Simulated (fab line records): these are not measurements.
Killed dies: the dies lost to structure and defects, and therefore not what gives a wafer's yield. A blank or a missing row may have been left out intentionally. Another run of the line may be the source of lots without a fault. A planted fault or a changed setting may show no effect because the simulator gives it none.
fab line records | flow n5Finfet
[record] lots = 5 | wafers = 12 | lastDay = 19
route steps=1938 shown PMOS_HMC_CHANNEL_EPI@57 FIN_SAQP@90 PASSIVATION@1936
lots untouched by any fault: they come from a run of this same line in which no faults occurred
startH: start of the lot's first displayed wafer, in hours after the record's first day | waitH: time in hours since the lot's previous step | " as in the row above | L1.1+2: several wafers, shown together as one row | - no value, or no start was given | * or withheld: withheld | < > ~ a bound
route shown NAME@n: names a module that has steps shown in the file, with the first one's number in the route | usual: mean/standard deviation of fault-free wafers | same: alike in all rows | chamber/n: place in a boat | sites: each site's reading | _std_site: standard deviation across them | _edge_site: outer sites' mean less inner sites' | radiusMm: for every site, how far away it sits from the centre of the wafer | mask NAME#n: copy n | behind: tool/chamber where the wafer was last shaped | hold: the reason the lot was held/the length of the hold in hours/how it ended | device: the transistor (n, p or np) that didn't switch | end of line: the route-end tests of the same wafers | a step with no rows: only its recipe | killed: count of dies lost to structure and defects at first sort (not the wafer's yield) | map: a wafer's dies, x killed, . not, _ none there
set.NAME: the setting that was run; set.NAME@STEP: the one run at that earlier step | model.NAME: the simulator's own value behind a step, which no gauge read
lots seen at some steps along the route; tables by step, rows by wafer
services: the hour from which a tool's chamber was out of use, counted from the record's first day as startH (under 0 if before that day), plus the number of hours and why
[[steps]]
[step N5_PMOS_HMC_CHANNEL_EPI_HM_DEP_34]
[recipe] material = SiO2 | targetThkA = 360 | tempC = 400 | precursor = TEOS/O2 | pressureTorr = 6.5 | rfW = 900 | teosFlowSccm = 161.4 | gas = O2 | flowSccm = 2650 | timeS = 6.9
[step N5_PMOS_HMC_CHANNEL_EPI_COAT_31]
[recipe] resist = BARC | tempC = 205 | timeS = 60 | spinRpm = 1500 | resistThkNm = 66
[step N5_PMOS_HMC_CHANNEL_EPI_COAT_03]
[recipe] resist = CAR-ArF-block | spinRpm = 1500 | resistThkNm = 205
[step N5_PMOS_HMC_CHANNEL_EPI_EBR_05]
[recipe] solvent = PGMEA | ebrWidthMm = 1.5
[step N5_PMOS_HMC_CHANNEL_EPI_SOFTBAKE_04]
[recipe] tempC = 110 | timeS = 60 | resist = CAR-ArF-block
[step N5_PMOS_HMC_CHANNEL_EPI_EXPOSE_06]
[recipe] maskId = PMOS_HMC_BLK | na = 1.35 | sourceShape = conventional | sigmaOuter = 0.8 | polarization = unpolarized | targetCdNm = 240 | doseMj = 41
[step N5_PMOS_HMC_CHANNEL_EPI_PEB_07]
[recipe] pebTempC = 110 | pebTimeS = 60 | resist = CAR-ArF-block
[step N5_PMOS_HMC_CHANNEL_EPI_DEVELOP_08]
[recipe] developTimeS = 30 | developer = TMAH | resist = CAR-ArF-block | devTempC = 23 | rinseLiquid = diw | dry = airSpin
[step N5_PMOS_HMC_CHANNEL_EPI_DESCUM_14]
[recipe] chemistry = O2 | timeS = 7.9 | sourcePowerW = 50 | biasPowerW = 20 | pressureMtorr = 20 | rfFrequencyHz = 2.712e+07 | tempC = 40 | resist = CAR-ArF-block | o2FlowSccm = 225
[step N5_PMOS_HMC_CHANNEL_EPI_ETCH_32]
[recipe] chemistry = N2/H2 | target = BARC | stopOn = SiO2 | targetDepthA = 858 | overEtchFrac = 0.3 | timeS = 50.3 | ionEnergyEv = 200 | maskMaterial = CAR-ArF-block | pressureMtorr = 30 | sourceW = 840 | biasW = 150 | n2FlowSccm = 200 | h2FlowSccm = 200
[usual] biasW = 150.0/0.48 | drypumpMotorCurrentA = 6.0/0.51 | n2FlowSccm = 200.0/0.54 | oesProductAu = 0.65/0.048 | rfVppV = 523.5/2.2 | showerheadPlenumPTorr = 2.53/0.072 | throttleValvePct = 17.94/0.17
lot.wafer | tool       | chamber | startH | waitH | biasW | drypumpMotorCurrentA | n2FlowSccm | oesProductAu | rfHoursCounterH | rfVppV | showerheadPlenumPTorr | throttleValvePct | model.CAR-ArF-block_of_PMOS_HMC_CHANNEL_EPI_COAT_03.thkNm | model.etch.depthNm | model.PMOS_HMC_CHANNEL_EPI.cdNm
L106.1    | rieDiel-05 | 3       | 23.84  | 0.0   | 149.7 | 5.2                  | 199.9      | 0.66         | 149             | 525.2  | 2.54                  | 17.83            | 131.7                                                     | 66.46              | 238.9
L106.4    | "          | 3       | "      | "     | 149.6 | 5.2                  | 199.4      | 0.66         | -               | 525.6  | 2.54                  | 17.86            | 131.7                                                     | 66.33              | 240.2
L106.6    | "          | 1       | "      | "     | 150.1 | 5.7                  | 200.2      | 0.64         | -               | 520.7  | 2.45                  | 18.20            | 135.4                                                     | 66.34              | 240.7
L117.1    | rieDiel-06 | 2       | 89.35  | 0.0   | 149.7 | 6.7                  | 199.6      | 0.63         | 193             | 519.9  | 2.42                  | 18.01            | 133.1                                                     | 66.02              | 238.7
L117.5    | "          | 3       | "      | "     | 149.7 | 5.6                  | 199.6      | 0.63         | -               | 527.7  | 2.65                  | 18.00            | 132.1                                                     | 66.04              | 238.2
L117.6    | "          | 0       | "      | "     | 149.8 | 6.5                  | 199.5      | 0.80         | -               | 526.7  | 2.59                  | 17.62            | 132.4                                                     | 66.06              | 238.1
L123.4    | rieDiel-05 | 2       | 125.45 | 0.0   | 149.8 | 6.8                  | 198.8      | 0.61         | -               | 522.8  | 2.53                  | 17.84            | 134.9                                                     | 66.2               | 239.2
L123.6    | "          | 3       | "      | "     | 149.7 | 5.2                  | 200.2      | 0.62         | -               | 523.8  | 2.53                  | 17.89            | 152                                                       | 62.27              | 237.8
L124.3    | rieDiel-05 | 2       | 131.60 | 0.0   | 150.1 | 6.7                  | 201.0      | 0.61         | 212             | 523.7  | 2.53                  | 17.85            | 134.4                                                     | 66.34              | 240.1
L124.6    | "          | 2       | "      | "     | 150.0 | 6.7                  | 200.1      | 0.59         | -               | 523.8  | 2.53                  | 17.84            | 151.8                                                     | 60.53              | 237.5
L126.2    | rieDiel-05 | 2       | 143.78 | 0.0   | 149.3 | 6.7                  | 200.7      | 0.58         | 216             | 523.3  | 2.53                  | 17.84            | 151.1                                                     | 60.67              | 236.9
L126.6    | "          | 3       | "      | "     | 150.0 | 5.2                  | 199.3      | 0.62         | -               | 523.6  | 2.52                  | 17.90            | 150.6                                                     | 62.77              | 240
[step N5_PMOS_HMC_CHANNEL_EPI_HM_OPEN_15]
[recipe] chemistry = CHF3/O2 | target = SiO2 | maskMaterial = CAR-ArF-block | targetDepthA = 406 | CHF3_flow_sccm = 50 | O2_flow_sccm = 5 | Ar_flow_sccm = 200 | timeS = 20.3 | pressureMtorr = 30 | sourceW = 650 | biasW = 170 | ionEnergyEv = 200
[usual] biasW = 170.1/0.46 | drypumpMotorCurrentA = 6.0/0.51 | oes_ar_750_au = 0.76/0.055 | oesProductAu = 0.76/0.059 | rfVppV = 524/9 | showerheadPlenumPTorr = 2.40/0.068 | throttleValvePct = 18.94/0.18
lot.wafer | tool       | chamber | startH | waitH | biasW | drypumpMotorCurrentA | oes_ar_750_au | oesProductAu | rfHoursCounterH | rfVppV | showerheadPlenumPTorr | throttleValvePct | model.CAR-ArF-block_of_PMOS_HMC_CHANNEL_EPI_COAT_03.thkNm
L106.1    | rieDiel-05 | 3       | 23.88  | 0.0   | 169.5 | 5.2                  | 0.78          | 0.76         | 149             | 519    | 2.43                  | 18.93            | 91.36
L106.4    | "          | 3       | "      | "     | 170.1 | 5.2                  | 0.77          | 0.76         | -               | 519    | 2.43                  | 18.96            | 91.2
L106.6    | "          | 1       | "      | "     | 170.7 | 5.7                  | 0.73          | 0.73         | -               | 528    | 2.32                  | 19.15            | 96.92
L117.1    | rieDiel-06 | 2       | 89.39  | 0.0   | 169.9 | 6.7                  | 0.74          | 0.73         | 193             | 530    | 2.30                  | 19.06            | 92.07
L117.5    | "          | 3       | "      | "     | 170.6 | 5.6                  | 0.75          | 0.75         | -               | 539    | 2.51                  | 19.01            | 89.99
L117.6    | "          | 0       | "      | "     | 169.2 | 6.4                  | 0.94          | 0.95         | -               | 529    | 2.47                  | 18.62            | 90.49
L123.4    | rieDiel-05 | 2       | 125.50 | 0.0   | 170.7 | 6.7                  | 0.72          | 0.71         | -               | 511    | 2.39                  | 18.84            | 94.36
L123.6    | "          | 3       | "      | "     | 169.7 | 5.2                  | 0.76          | 0.74         | -               | 519    | 2.42                  | 18.98            | 111.9
L124.3    | rieDiel-05 | 2       | 131.64 | 0.0   | 169.7 | 6.7                  | 0.72          | 0.71         | 212             | 512    | 2.39                  | 18.84            | 93.62
L124.6    | "          | 2       | "      | "     | 170.2 | 6.7                  | 0.71          | 0.72         | -               | 510    | 2.39                  | 18.81            | 111
L126.2    | rieDiel-05 | 2       | 143.82 | 0.0   | 170.2 | 6.7                  | 0.72          | 0.71         | 216             | 510    | 2.39                  | 18.84            | 110.9
L126.6    | "          | 3       | "      | "     | 170.2 | 5.2                  | 0.75          | 0.73         | -               | 518    | 2.42                  | 19.00            | 110.5
[step N5_PMOS_HMC_CHANNEL_EPI_STRIP_33]
[recipe] chemistry = N2/H2 | powerW = 500 | tempC = 40 | pressureMtorr = 50 | rfFrequencyHz = 6e+07 | overashFraction = 0.3 | biasPowerW = 8 | h2Frac = 0.5 | n2FlowSccm = 300 | h2FlowSccm = 300
[step N5_PMOS_HMC_CHANNEL_EPI_STRIP_17]
[recipe] chemistry = SPM | timeS = 750 | tempC = 130 | h2so4H2o2VolRatio = 4 | dry = ipaMarangoni
[step N5_PMOS_HMC_CHANNEL_EPI_ETCH_38]
[recipe] chemistry = CF4 | target = SiO2 | targetDepthA = 15 | ionEnergyEv = 350 | pressureMtorr = 10 | icpW = 800 | biasW = 400 | cf4FlowSccm = 80
[step N5_PMOS_HMC_CHANNEL_EPI_FIN_RECESS_16]
[recipe] chemistry = HBr/Cl2 | target = Si | maskMaterial = SiO2 | targetDepthA = 540 | timeS = 18 | pressureMtorr = 10 | icpW = 800 | biasW = 75 | HBr_flow_sccm = 150 | Cl2_flow_sccm = 80
[usual] biasW = 75.02/0.2 | drypumpMotorCurrentA = 5.6/0.55 | oesProductAu = 1.003/0.019 | throttleValvePct = 35.6/0.32
lot.wafer | tool     | chamber | startH | waitH | biasW | drypumpMotorCurrentA | oesProductAu | rfHoursCounterH | throttleValvePct | model.PMOS_HMC_CHANNEL_EPI.cdNm
L106.1    | rieSi-03 | 3       | 24.27  | 0.0   | 74.99 | 5.5                  | 0.963        | 68              | 36.0             | 238.9
L106.4    | "        | 0       | "      | "     | 75.16 | 6.2                  | 1.004        | 142             | 35.8             | 240.1
L106.6    | "        | 2       | "      | "     | 75.29 | 5.6                  | 1.026        | -               | 35.3             | 240.4
L117.1    | rieSi-01 | 2       | 89.79  | 0.0   | 75.11 | 5.1                  | 0.993        | 176             | 36.2             | 238.8
L117.5    | "        | 1       | "      | "     | 75.17 | 5.9                  | 0.989        | -               | 35.3             | 238.3
L117.6    | "        | 0       | "      | "     | 74.89 | 5.5                  | 1.040        | -               | 35.4             | 238
L123.4    | rieSi-04 | 2       | 125.87 | 0.0   | 75.06 | 5.8                  | 0.999        | 148             | 35.3             | 239.2
L123.6    | "        | 3       | "      | "     | 75.30 | 5.6                  | 0.998        | -               | 35.3             | 237.9
L124.3    | rieSi-01 | 2       | 132.02 | 0.0   | 74.71 | 5.1                  | 1.001        | 177             | 36.2             | 240.3
L124.6    | "        | 0       | "      | "     | 75.35 | 5.4                  | 1.041        | -               | 35.4             | 237.5
L126.2    | rieSi-04 | 1       | 144.20 | 0.0   | 74.99 | 4.8                  | 0.997        | 40              | 35.3             | 237
L126.6    | "        | 2       | "      | "     | 74.71 | 5.8                  | 1.000        | -               | 35.3             | 240
[step N5_PMOS_HMC_CHANNEL_EPI_PRECLEAN_36]
[recipe] chemistry = O3/DIW | timeS = 45 | tempC = 22 | o3Ppm = 10
[step N5_PMOS_HMC_CHANNEL_EPI_PRECLEAN_18]
[recipe] chemistry = DHF | timeS = 30 | tempC = 25 | dilution = withheld
[step N5_PMOS_HMC_CHANNEL_EPI_SRD_19]
[recipe] dry = ipaMarangoni | doPpb = 5 | timeS = 30 | tempC = 23 | rinseLiquid = diw
[step N5_PMOS_HMC_CHANNEL_EPI_EPI_20]
[recipe] material = SiGe30 | maskMaterial = SiO2 | pressureTorr = 20 | targetThkA = 590 | tempC = 600
[step N5_PMOS_HMC_CHANNEL_EPI_HM_STRIP_35]
[recipe] chemistry = dHF | tempC = 25 | material = SiO2 | target = SiO2 | targetDepthA = 396 | timeS = 216
[step N5_PMOS_HMC_CHANNEL_EPI_SRD_39]
[recipe] dry = ipaMarangoni | timeS = 30 | tempC = 23 | rinseLiquid = diw
[step N5_PMOS_HMC_CHANNEL_EPI_CMP_21]
[recipe] material = SiGe30 | postCmpClean = alkalineBrush | targetThkNm = 54
[step N5_PMOS_HMC_CHANNEL_EPI_PRECLEAN_40]
[recipe] chemistry = DHF | timeS = 30 | tempC = 25 | dilution = withheld
[step N5_PMOS_HMC_CHANNEL_EPI_PRECLEAN_37]
[recipe] chemistry = O3/DIW | timeS = 45 | tempC = 22 | o3Ppm = 10
[step N5_PMOS_HMC_CHANNEL_EPI_PRECLEAN_24]
[recipe] chemistry = DHF | timeS = 30 | tempC = 25 | dilution = withheld
[step N5_PMOS_HMC_CHANNEL_EPI_SRD_25]
[recipe] dry = ipaMarangoni | doPpb = 5 | timeS = 30 | tempC = 23 | rinseLiquid = diw
[step N5_PMOS_HMC_CHANNEL_EPI_EPI_26]
[recipe] material = Si | targetThkA = 38 | tempC = 650 | precursor = SiH4/H2 | pressureTorr = 20 | timeS = 22.7
[step N5_FIN_SAQP_PRECLEAN_42]
[recipe] chemistry = O3/DIW | timeS = 60 | tempC = 22 | o3Ppm = 10
[step N5_FIN_SAQP_PRECLEAN_00]
[recipe] chemistry = SC1 | timeS = 60 | tempC = 55 | mix = 1:2:50
[step N5_FIN_SAQP_PRECLEAN_44]
[recipe] chemistry = SC2 | timeS = 45 | tempC = 35 | mix = 1:1:50
[step N5_FIN_SAQP_SRD_01]
[recipe] dry = ipaMarangoni | timeS = 30 | tempC = 23 | rinseLiquid = diw
[step N5_FIN_SAQP_ALD_61]
[recipe] material = SiO2 | targetThkA = 40 | tempC = 300 | aldPrecursorFamily = BDEAS | aldCoReactant = O2-plasma | pulseTimeS = 1 | purgeTimeS = 2 | coReactantPurgeTimeS = 2 | aldCycles = 43 | pressureTorr = 2
[step N5_FIN_SAQP_DENSIFY_62]
[recipe] tempC = 700 | timeS = 60 | ambient = N2 | idleTempC = 600 | rampUpCPerS = 150 | rampDownCPerS = 60 | coolToC = 600
[step N5_FIN_SAQP_HM_DEP_03]
[recipe] material = SiNx | targetThkA = 380 | tempC = 400 | precursor = SiH4/NH3/N2 | pressureTorr = 1.5 | rfW = 300 | timeS = 33.6
[step N5_FIN_SAQP_PECVD_47]
[recipe] material = a-Si | targetThkA = 450 | tempC = 400 | precursor = SiH4/He | pressureTorr = 3 | rfW = 100 | timeS = 36.3
[step N5_PASSIVATION_PROBE_49]
[usual] killed_at_M0_to_M3 = 33/11 | killed_at_M4_up = 15/6.2 | killedAtContacts = 13/6.5 | killedAtFrontEnd = 38/11 | killedAtOther = 3.4/2.6 | killedDies = 102/17 | killedOnRim = 13/4.1 | killedOpen = 67/12 | killedShort = 34/7.9
[same] grossDies = 1180 | killedAtBackSide = 0
lot.wafer | tool      | chamber | startH | waitH | killed_at_M0_to_M3 | killed_at_M4_up | killedAtContacts | killedAtFrontEnd | killedAtOther | killedDies | killedOnRim | killedOpen | killedShort
L117.1    | prober-02 | -       | 363.66 | 0.0   | 30                 | 11              | 8                | 42               | 1             | 92         | 15          | 61         | 31
L117.5    | prober-02 | -       | 363.86 | 0.2   | 39                 | 13              | 4                | 48               | 2             | 106        | 20          | 64         | 41
L117.6    | prober-02 | -       | 363.91 | 0.3   | 35                 | 11              | 3                | 29               | 2             | 80         | 11          | 53         | 25
L123.6    | prober-02 | -       | 420.38 | 0.3   | 28                 | 18              | 21               | 214              | 2             | 283        | 67          | 67         | 38
L124.6    | prober-02 | -       | 436.09 | 0.3   | 39                 | 17              | 14               | 313              | 5             | 388        | 25          | 79         | 29
L126.2    | prober-02 | -       | 455.79 | 0.1   | 37                 | 23              | 5                | 358              | 3             | 426        | 60          | 71         | 32
L126.6    | prober-02 | -       | 455.99 | 0.3   | 22                 | 17              | 6                | 249              | 0             | 294        | 69          | 46         | 19
// killed by level:class
L117.1 FIN_SAQP:geometricParticle:open=9 STI_FIN_REVEAL:geometricParticle:open=7 GATE_CUT:geometricParticle:short=7 BEOL_M1:geometricParticle:open=7 BEOL_M2:geometricParticle:open=7 FIN_SAQP:geometricParticle:short=5 MOL_CONTACT_COAG:geometricParticle:short=5 BEOL_M0_SAQP:geometricParticle:short=5
L117.5 FIN_SAQP:geometricParticle:open=13 BEOL_M0_SAQP:geometricParticle:open=13 FIN_SAQP:geometricParticle:short=10 BEOL_M0_SAQP:geometricParticle:short=9 GATE_CUT:geometricParticle:short=7 BEOL_M1:geometricParticle:open=6 BEOL_M4:geometricParticle:open=6 GATE_CUT:geometricParticle:open=5
L117.6 BEOL_M1:geometricParticle:open=10 FIN_SAQP:geometricParticle:open=8 BEOL_M2:geometricParticle:open=5 STI_FIN_REVEAL:geometricParticle:open=4 GATE_CUT:geometricParticle:short=4 BEOL_M0_SAQP:geometricParticle:open=4 BEOL_M0_SAQP:geometricParticle:short=4 BEOL_M3:geometricParticle:open=4
L123.6 PMOS_HMC_CHANNEL_EPI:areaEtch=175 MOL_CONTACT_COAG:geometricParticle:open=18 FIN_SAQP:geometricParticle:short=13 BEOL_M0_SAQP:geometricParticle:short=8 FIN_SAQP:geometricParticle:open=7 BEOL_M4:geometricParticle:open=7 BEOL_M5:geometricParticle:open=6 BEOL_M0_SAQP:geometricParticle:open=5
L124.6 PMOS_HMC_CHANNEL_EPI:areaEtch=277 FIN_SAQP:geometricParticle:open=10 MOL_CONTACT_COAG:geometricParticle:open=10 BEOL_M3:geometricParticle:open=9 BEOL_M2:geometricParticle:open=7 BEOL_M0:geometricParticle:open=6 STI_FIN_REVEAL:geometricParticle:open=5 DUMMY_GATE:geometricParticle:open=5
L126.2 PMOS_HMC_CHANNEL_EPI:areaEtch=321 FIN_SAQP:geometricParticle:open=15 BEOL_M4:geometricParticle:open=12 BEOL_M3:geometricParticle:open=7 BEOL_M0_SAQP:geometricParticle:open=6 BEOL_M2:geometricParticle:open=5 MOL_CONTACT_COAG:geometricParticle:open=5 BEOL_M0:geometricParticle:open=5
L126.6 PMOS_HMC_CHANNEL_EPI:areaEtch=226 FIN_SAQP:geometricParticle:open=6 BEOL_M0_SAQP:geometricParticle:short=6 BEOL_M4:geometricParticle:open=6 MOL_CONTACT_COAG:geometricParticle:open=5 BEOL_M1:geometricParticle:open=5 BEOL_M5:geometricParticle:open=5 DUMMY_GATE:geometricParticle:open=4
// map L123.6 (x killed, . not)
_________________xxxxxxxxxxx.________________
______________....x.xxxxxxxx...._____________
___________.....xx.xxxxxxxxx..x....__________
__________.........xxxxxx...x...x..x_________
________x.............x.xxx..........x_______
_______xx.............x.......x.x..x.x.______
______xx................x......x..xx...._____
_____xx................x......x...x......____
____xxxx..........x................x.x.xx.___
___....................x.............x.....__
___.........x.x.....x..........x...........__
__x...x.......x..............x....xx...x...._
__......................x..x............x.x._
_xx.....x..x.x.x...x.........x.......x..x....
_.....xx..x...x......x.......................
_.x..xx.xx..xx.x..x..............xx..........
_.xx.....x..xx.x.x.x.........x...x.x....x....
_.xxxxx..xxx.......x.......................x.
_xxxxxx...xx...x.x..........x.........xxx....
_xxx...x..x.xxx...............x.......xxxxx.x
_xxxx........x...x....xx..x..x....x....xxx.xx
__xx.x.....x.x....xxx..............xxxx.xxxx_
__xxx...x...........................x.xxxxxx_
___x...............................x.xxxxxx__
___..x..........x...............x.....xxxxx__
____........................x.....xxxxxxxx___
_____x...x.............x...........x.xxxx____
______....xx....................x....xxx_____
_______....xx..x.......x..xx.....xx.xxx______
________....x...................xx.xxx_______
__________.x............x...x...x.xx_________
___________...x............x..x.xxx__________
______________...x.............x_____________
_________________..x..x......________________
// map L124.6 (x killed, . not)
_________________............________________
______________.....x...x....x..._____________
___________...x....x....x.......x..__________
__________....x....x.......x.x......_________
________.......xx.....x..xxx........x._______
_______.......x.x.x.x.....x.x..x.......______
______.x...x....x..xxxxxxxxx.......xx..._____
_____x...x.x..xx.x.x....x....x.x....x....____
____....x....x..xxxx..xx..................___
___......x.......xxxx....x.........x.......__
___......x.....x.x.xxx.xx................xx__
__...x.x....x.xxxx...x.xx....x.....x......xx_
__.........x........xx.................x...._
_............xxx.xx..x.x..x....xx..x......x..
_.........xxxxxxxxxxxx.x.....xxxx.x..........
_..........xxxxxx.x..xx............x........x
_x...x..x.x.xxx.xxx.x...........xx..x........
_..x..x..x...xxxx.x.x.xx..x.x....x.x.........
_........xx.xx.x.xxxx.xxxx..x.xxxx.........xx
_...x....x.....xxxxx...xx..xx.xx.............
_....xxx....xxx..xxxxxxx.x..xxxxxxx.x..x...x.
__...x......x.xx.xxxxxxxxx.xxx.xxxx........x_
__x...x.x.xx...x.xxxxxxxxxxxxxx.xxxx.x......_
___......x....xx.xxxxxxxx..x.xxx.xxx...x...__
___....x.x.x.x.xxxxxxxx.xxxxx.....xxxx...x.__
____......xxxxxxx.xxxxx..x.x.x.x.x...x.x.x___
_____........xxxxx.x...x..x.x....x.x.x..x____
______......xx.xx.....x..x......x......._____
_______...xxx.xx.x...xx...x...x..x.....______
________x.x.xx..xx....x.x........x...._______
__________.xxx...xxx.x.xx.....x..xx._________
___________x..x...x..x.xx....x.....__________
______________.........x.......x_____________
_________________............________________
[[services]]
tool       | chamber | startH | hours | kind
rieDiel-05 | 2       | 12.15  | 5.4   | repair
rieSi-03   | 0       | 12.53  | 2.4   | repair
rieDiel-06 | 0       | 22.45  | 3.3   | repair
rieDiel-05 | 2       | 23.83  | 1.7   | repair
rieDiel-05 | 2       | 30.47  | 19.7  | repair
rieSi-03   | -       | 44.43  | 0.6   | repair
rieDiel-06 | 0       | 51.53  | -     | clean
rieDiel-06 | 0       | 51.53  | -     | consumableReplace:focusRing
rieDiel-06 | 0       | 51.53  | 14.0  | scheduledDown
rieDiel-06 | 0       | 51.53  | 14.0  | ventCycle
rieDiel-05 | -       | 51.87  | 28.1  | pm
rieSi-03   | 0       | 96.08  | 10.2  | repair
rieDiel-05 | 0       | 122.27 | -     | clean
rieDiel-05 | 0       | 122.27 | -     | consumableReplace:focusRing
rieDiel-05 | 0       | 122.27 | 24.0  | scheduledDown
rieDiel-05 | 0       | 122.27 | 24.0  | ventCycle
rieSi-03   | 2       | 144.22 | 29.4  | repair
[[key]]
[firstSign] step = N5_PASSIVATION_PROBE_49 | reading = killedAtFrontEnd | direction = up | sigmas = 23 | usual = 38 | struck = 284
[effect] step = N5_PASSIVATION_PROBE_49 | reading = killedDies | direction = up | sigmas = 15 | usual = 102 | struck = 348
[modelEffect] step = N5_PMOS_HMC_CHANNEL_EPI_ETCH_32 | value = CAR-ArF-block_of_PMOS_HMC_CHANNEL_EPI_COAT_03.thkNm | without = 133.3 | struck = 151.4
[modelEffect] step = N5_PMOS_HMC_CHANNEL_EPI_HM_OPEN_15 | value = CAR-ArF-block_of_PMOS_HMC_CHANNEL_EPI_COAT_03.thkNm | without = 93.04 | struck = 111.1
[modelEffect] step = N5_PMOS_HMC_CHANNEL_EPI_FIN_RECESS_16 | value = PMOS_HMC_CHANNEL_EPI.cdNm | without = 240.7 | struck = 238.1
[moreKillsBornAt] N5_PMOS_HMC_CHANNEL_EPI_ETCH_32@rieDiel-05 = 999
metAt N5_PMOS_HMC_CHANNEL_EPI_ETCH_32
struckWafers L123.6,L124.6,L126.2,L126.6
testerLeftOut L123,L124,L126
onsetBetween 23.84 125.45
[fault] kind = processParameterDrift | tool = rieDiel-05 | chamber = - | onsetH = 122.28 | steps = N5_PMOS_HMC_CHANNEL_EPI_ETCH_32 | channel = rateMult | offset = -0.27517 | shape = step | endH = 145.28 | scope = struckWafersOnly
// testerLeftOut: of these lots the tester's yield and bins aren't shown, on N5 and GAA mostly nor the transistor test; their killed dies are dies lost to structure and defects alone, not to doping, threshold or leakage, so they don't give the yield
